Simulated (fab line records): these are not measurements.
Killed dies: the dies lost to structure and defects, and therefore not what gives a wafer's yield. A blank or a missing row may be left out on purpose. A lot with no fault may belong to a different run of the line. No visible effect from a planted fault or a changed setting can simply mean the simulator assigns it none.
Which tool was responsible? / flow nand-harc / Sampling: 6 lots, 18 wafers, 4 of 1159 route steps

== WHAT EACH GAUGE READ, for each wafer ==
NHARC_P_GATE_CD_MEAS_46: target cd 720 nm.
lot=L366; measured=day 5 17:37; on=cd-sem-01; cd-nm (nm)=725.9 718.8 719.8
lot=L372; measured=day 7 06:43; on=cd-sem-03; cd-nm (nm)=718.2 717.2 719.5
lot=L378; measured=day 8 08:43; on=cd-sem-03; cd-nm (nm)=722.7 726.8 720.8
lot=L381; measured=day 9 09:03; on=cd-sem-02; cd-nm (nm)=717.5 719.7 719.0
lot=L382; measured=day 9 22:36; on=cd-sem-02; cd-nm (nm)=718.4 720.9 722.9
lot=L386; measured=day 10 23:11; on=cd-sem-02; cd-nm (nm)=718.5 722.3 719.0

== TOOL THAT RAN EACH LOT (tool first, then ch and the chambers of the sampled wafers, then the start) ==
lot=L366; NHARC_P_GATE_HM_DEP_102=acl-dep-02 ch 0, day 5 04:14; NHARC_P_GATE_ALD_36=ald-sin-03 ch 0,2,3, day 5 09:57; NHARC_P_GATE_EXPOSE_43=krf-scanner-04 ch 0, day 5 17:28
lot=L372; NHARC_P_GATE_HM_DEP_102=acl-dep-03 ch 0, day 6 17:27; NHARC_P_GATE_ALD_36=ald-sin-03 ch 0,3, day 6 20:13; NHARC_P_GATE_EXPOSE_43=krf-scanner-04 ch 0, day 7 06:34
lot=L378; NHARC_P_GATE_HM_DEP_102=acl-dep-02 ch 0, day 7 19:19; NHARC_P_GATE_ALD_36=ald-sin-03 ch 1,3, day 7 22:13; NHARC_P_GATE_EXPOSE_43=krf-scanner-02 ch 0, day 8 08:34
lot=L381; NHARC_P_GATE_HM_DEP_102=acl-dep-03 ch 0, day 8 20:16; NHARC_P_GATE_ALD_36=ald-sin-03 ch 0,1,3, day 9 00:43; NHARC_P_GATE_EXPOSE_43=krf-scanner-03 ch 0, day 9 08:54
lot=L382; NHARC_P_GATE_HM_DEP_102=acl-dep-01 ch 0, day 9 09:14; NHARC_P_GATE_ALD_36=ald-sin-04 ch 1,2, day 9 12:03; NHARC_P_GATE_EXPOSE_43=krf-scanner-03 ch 0, day 9 22:27
lot=L386; NHARC_P_GATE_HM_DEP_102=acl-dep-02 ch 0, day 10 09:52; NHARC_P_GATE_ALD_36=ald-sin-04 ch 1,3, day 10 13:37; NHARC_P_GATE_EXPOSE_43=krf-scanner-03 ch 0, day 10 23:01
- NHARC_P_GATE_HM_DEP_102: deposits aC, target thk 120 nm.
- NHARC_P_GATE_ALD_36: deposits SiNx, target thk 20 nm, pulse time 60 s, ald cycles 223.
- NHARC_P_GATE_EXPOSE_43: exposes mask P NSD, target cd 720 nm.

== THE ANSWER, worked out from the rows above alone ==
Rule: the lots themselves supply what counts as usual. The widest of any qualifying gaps counts: lots, ordered by their means at a reading, are off when they make up no more than a third of the lots, leave a main group of 4 or more, and stand apart from it by 3 or more times the standard deviation of that group's means. Not used: any main group whose means are identical at the precision the tables above print for the reading. A lot without any number at a reading at which 4 lots or more have one is off too. Any other lot the step has rows for is counted as sound.
No lot is off at any reading shown: from this, nothing can be told.

== WHAT THE SIMULATOR HAD INSERTED ==
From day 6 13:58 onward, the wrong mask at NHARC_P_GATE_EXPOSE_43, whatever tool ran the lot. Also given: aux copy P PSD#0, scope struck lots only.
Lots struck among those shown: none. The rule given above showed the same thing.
